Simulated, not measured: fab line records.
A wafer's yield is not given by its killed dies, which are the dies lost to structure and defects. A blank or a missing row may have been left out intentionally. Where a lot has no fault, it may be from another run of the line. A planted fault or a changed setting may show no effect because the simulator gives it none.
Which tool is to blame? + flow nand_harc + Sampling: 14 lots, 41 wafers, 5 of 1302 route steps

## WHAT THE GAUGES SHOWED, per wafer
NHARC_A_M1_OVL_MEAS_10: pitch 240 nm.
| lot  | measured     | on         | overlay_x_nm (nm) | overlay_y_nm (nm) |
|------|--------------|------------|-------------------|-------------------|
| L713 | day 23 10:26 | overlay-02 | 1.2 1.3 1.5       | -0.7 -0.2 -0.1    |
| L711 | day 23 12:19 | overlay-01 | -1.0 -0.7 -1.1    | 1.1 1.1 0.5       |
| L712 | day 23 19:28 | overlay-02 | 0.6 0.4 0.8       | 0.0 0.1 -0.3      |
| L714 | day 24 12:32 | overlay-01 | -0.3 -0.8 -0.6    | 0.5 0.8 1.2       |
| L715 | day 24 14:40 | overlay-01 | 0.5 1.0 0.9       | -0.8 0.1 -0.5     |
| L716 | day 24 18:39 | overlay-01 | -0.4 0.0 0.0      | -0.5 -0.2 0.4     |
| L719 | day 25 08:40 | overlay-02 | 0.0 0.7 0.3       | -0.6 -0.7 -0.2    |
| L717 | day 25 11:46 | overlay-01 | 1.1 1.1 1.0       | 0.3 1.0 0.9       |
| L718 | day 25 12:51 | overlay-02 | -1.5 -1.4 -1.1    | -1.0 -1.4 -1.2    |
| L723 | day 27 19:42 | overlay-02 | 0.7 0.8 0.3       | 0.3 0.3 0.7       |
| L727 | day 30 15:31 | overlay-02 | -0.7 -1.4         | 1.5 1.6           |
| L728 | day 31 01:35 | overlay-02 | -0.8 -0.9 -0.8    | 0.5 0.9 0.6       |
| L729 | day 31 03:08 | overlay-01 | 0.1 -0.1 0.3      | -0.7 -1.2 -1.3    |
| L733 | day 31 18:07 | overlay-02 | -2.2 -1.1 -1.9    | 0.2 0.4 -0.4      |

NHARC_A_M1_THK_MEAS_24: measures by xrf.
| lot  | measured     | on            | thk_nm (nm)       |
|------|--------------|---------------|-------------------|
| L713 | day 23 13:01 | film_metro-02 | 156.5 157.3 157.8 |
| L711 | day 23 15:23 | film_metro-02 | 155.6 155.0 152.8 |
| L712 | day 23 22:01 | film_metro-02 | 156.7 154.2 153.9 |
| L714 | day 24 15:04 | film_metro-01 | 151.3 156.7 154.5 |
| L715 | day 24 17:10 | film_metro-01 | 154.9 152.7 156.2 |
| L716 | day 24 21:10 | film_metro-02 | 151.6 158.8 152.4 |
| L719 | day 25 11:12 | film_metro-02 | 153.6 156.5 155.9 |
| L717 | day 25 14:21 | film_metro-01 | 153.1 154.8 155.7 |
| L718 | day 25 15:41 | film_metro-01 | 157.4 155.6 155.4 |
| L723 | day 27 22:13 | film_metro-01 | 153.5 152.7 152.8 |
| L727 | day 30 18:02 | film_metro-02 | 151.8 153.4       |
| L728 | day 31 04:08 | film_metro-01 | 151.7 157.0 153.2 |
| L729 | day 31 05:52 | film_metro-01 | 152.0 152.6 152.6 |
| L733 | day 31 20:53 | film_metro-02 | 158.3 154.6 154.6 |

NHARC_END_SORT_01.
| lot  | measured     | on        | defect_limited_yield (%) | killed_at_array | killed_at_other | killed_at_periphery | killed_dies | killed_open | killed_short |
|------|--------------|-----------|--------------------------|-----------------|-----------------|---------------------|-------------|-------------|--------------|
| L714 | day 26 01:55 | prober-02 | 87 88 87                 | 83 82 84        | 2 1 1           | 1 0 3               | 86 83 88    | 4 1 1       | 5 1 1        |
| L728 | day 32 17:28 | prober-01 | 92 91 90                 | 48 56 61        | 1 0 0           | 4 3 5               | 53 59 66    | 5 4 4       | 1 5 1        |
| L729 | day 33 03:43 | prober-01 | 89 88 85                 | 69 78 91        | 0 0 0           | 5 3 8               | 74 81 99    | 2 3 4       | 1 3 2        |
| L733 | day 33 13:04 | prober-02 | 94 95 95                 | 35 25 30        | 2 2 1           | 7 6 3               | 44 33 34    | 5 6 3       | 3 2 3        |

## WHICH TOOL RAN EACH LOT (tool, then ch and the chambers of the sampled wafers, then the start)
| lot  | NHARC_A_M1_DEGAS_29          | NHARC_A_M1_PVD_20            |
|------|------------------------------|------------------------------|
| L713 | pvd_sputter-02, day 23 11:36 | pvd_sputter-02, day 23 11:43 |
| L711 | pvd_sputter-01, day 23 13:27 | pvd_sputter-01, day 23 13:38 |
| L712 | pvd_sputter-03, day 23 20:37 | pvd_sputter-03, day 23 20:43 |
| L714 | pvd_sputter-01, day 24 13:40 | pvd_sputter-01, day 24 13:47 |
| L715 | pvd_sputter-02, day 24 15:47 | pvd_sputter-02, day 24 15:54 |
| L716 | pvd_sputter-01, day 24 19:46 | pvd_sputter-01, day 24 19:53 |
| L719 | pvd_sputter-02, day 25 09:48 | pvd_sputter-02, day 25 09:55 |
| L717 | pvd_sputter-03, day 25 12:53 | pvd_sputter-03, day 25 13:01 |
| L718 | pvd_sputter-03, day 25 13:58 | pvd_sputter-03, day 25 14:07 |
| L723 | pvd_sputter-03, day 27 20:50 | pvd_sputter-03, day 27 20:56 |
| L727 | pvd_sputter-01, day 30 16:40 | pvd_sputter-01, day 30 16:48 |
| L728 | pvd_sputter-01, day 31 02:43 | pvd_sputter-01, day 31 02:50 |
| L729 | pvd_sputter-03, day 31 04:28 | pvd_sputter-03, day 31 04:35 |
| L733 | pvd_sputter-02, day 31 19:28 | pvd_sputter-02, day 31 19:34 |
- NHARC_A_M1_DEGAS_29: time 60 s.
- NHARC_A_M1_PVD_20: deposits TaN, target thk 5 nm, time 8.06 s.

## AS READ BY THE TOOLS THEMSELVES (means over the sampled wafers that have a number; for cases with no such wafer, the mark the record gives instead)
NHARC_A_M1_DEGAS_29.
| lot  | tool           | heater_power_w (W) |
|------|----------------|--------------------|
| L713 | pvd_sputter-02 | 343                |
| L711 | pvd_sputter-01 | 297                |
| L712 | pvd_sputter-03 | 334                |
| L714 | pvd_sputter-01 | 329                |
| L715 | pvd_sputter-02 | 350                |
| L716 | pvd_sputter-01 | 334                |
| L719 | pvd_sputter-02 | 350                |
| L717 | pvd_sputter-03 | 328                |
| L718 | pvd_sputter-03 | 336                |
| L723 | pvd_sputter-03 | 319                |
| L727 | pvd_sputter-01 | 293                |
| L728 | pvd_sputter-01 | 324                |
| L729 | pvd_sputter-03 | 312                |
| L733 | pvd_sputter-02 | 375                |

NHARC_A_M1_PVD_20.
| lot  | tool           | cathode_dc_power_W (W) | throttle_valve_pct (%) |
|------|----------------|------------------------|------------------------|
| L713 | pvd_sputter-02 | 14999                  | 28.6                   |
| L711 | pvd_sputter-01 | 14999                  | 30.4                   |
| L712 | pvd_sputter-03 | 14998                  | 30.3                   |
| L714 | pvd_sputter-01 | 15001                  | 30.8                   |
| L715 | pvd_sputter-02 | 15000                  | 28.8                   |
| L716 | pvd_sputter-01 | 15000                  | 31.0                   |
| L719 | pvd_sputter-02 | 14998                  | 28.5                   |
| L717 | pvd_sputter-03 | 15003                  | 29.6                   |
| L718 | pvd_sputter-03 | 15000                  | 29.0                   |
| L723 | pvd_sputter-03 | 15000                  | 29.2                   |
| L727 | pvd_sputter-01 | 14461                  | 31.9                   |
| L728 | pvd_sputter-01 | 14463                  | 30.6                   |
| L729 | pvd_sputter-03 | 15000                  | 29.4                   |
| L733 | pvd_sputter-02 | 14997                  | 29.2                   |

## THE ANSWER, worked out from the rows above alone
Rule: the lots themselves supply what counts as usual. The widest of any qualifying gaps counts: lots, ordered by their means at a reading, are off when they make up no more than a third of the lots, leave a main group of 4 or more, and stand apart from it by 3 or more times the standard deviation of that group's means. A main group whose means are all the same, to the digits that the tables above print for the reading, isn't used. A lot without any number at a reading at which 4 lots or more have one is off too. All remaining lots with rows at the step are treated as sound. The gauges are gone through in route order, then the tools' own readings, and for those a lot's mean is taken as printed above. At the first step where some lot is off, the reading lying furthest off is the one used; lots without a number count as furthest.
Off: L727, L728, at NHARC_A_M1_PVD_20 (cathode_dc_power_W). The main group: mean 15000 W, standard deviation 1.5.
A tool fits if, at that step or a process step before it, it ran every lot that is off, and no sound lot after the first of them. One fits: pvd_sputter-01 at NHARC_A_M1_DEGAS_29 and NHARC_A_M1_PVD_20. At NHARC_A_M1_DEGAS_29 its last sound lot is L716 (day 24 19:46), its first lot that is off L727 (day 30 16:40): a fault that began between those two fits.

## WHAT THE SIMULATOR PUT IN
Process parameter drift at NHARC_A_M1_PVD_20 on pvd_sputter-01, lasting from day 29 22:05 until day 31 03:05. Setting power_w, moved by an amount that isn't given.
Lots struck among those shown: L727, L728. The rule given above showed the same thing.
